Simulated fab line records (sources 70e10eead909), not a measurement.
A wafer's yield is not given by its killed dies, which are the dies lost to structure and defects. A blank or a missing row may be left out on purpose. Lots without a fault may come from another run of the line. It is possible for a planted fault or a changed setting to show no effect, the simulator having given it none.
Chamber matching / flow nand_harc / rie_diel-11 running NHARC_A_CONTACT_ETCH_75: 4 sister chambers
The step etches the open film in CF4, target depth 39 nm, time 65 s. 4 wafers are shown with their chamber, then 6 later ones without.

WAFERS WITH THEIR CHAMBER
wafer=L078.5; chamber=1; drypump_motor_current_A (A)=6.4
wafer=L078.6; chamber=0; drypump_motor_current_A (A)=5.1
wafer=L093.2; chamber=3; drypump_motor_current_A (A)=5.9
wafer=L093.3; chamber=2; drypump_motor_current_A (A)=4.8

WAFERS WITH NO CHAMBER GIVEN
wafer=L094.1; drypump_motor_current_A (A)=6.4
wafer=L094.3; drypump_motor_current_A (A)=5.1
wafer=L094.5; drypump_motor_current_A (A)=5.9
wafer=L096.1; drypump_motor_current_A (A)=4.8
wafer=L096.3; drypump_motor_current_A (A)=5.0
wafer=L096.4; drypump_motor_current_A (A)=5.0

THE CHAMBER EACH PASSED THROUGH
wafer=L094.1; from the rows above=1; in truth=1
wafer=L094.3; from the rows above=0; in truth=0
wafer=L094.5; from the rows above=3; in truth=3
wafer=L096.1; from the rows above=2; in truth=2
wafer=L096.3; from the rows above=can't be placed: 0 or 2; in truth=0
wafer=L096.4; from the rows above=can't be placed: 0 or 2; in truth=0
Correct placement for 4 of the 6. Unplaceable from these rows: 2, with the true chamber sitting among the candidates in 2. Wrongly placed: 0.
How it was worked out, from the rows above alone: a wafer's distance from a chamber is the root of the sum, over the readings, of the square of ((its reading less the chamber's mean) divided by the reading's scatter). The wafer belongs to the nearest chamber; if the next one is less than 2 further off, it can't be placed. Each chamber's mean is taken over the wafers shown for it. The scatter (one wafer shown for each chamber): square how far every hidden wafer sits from the nearest shown wafer, average those squares and take the square root.
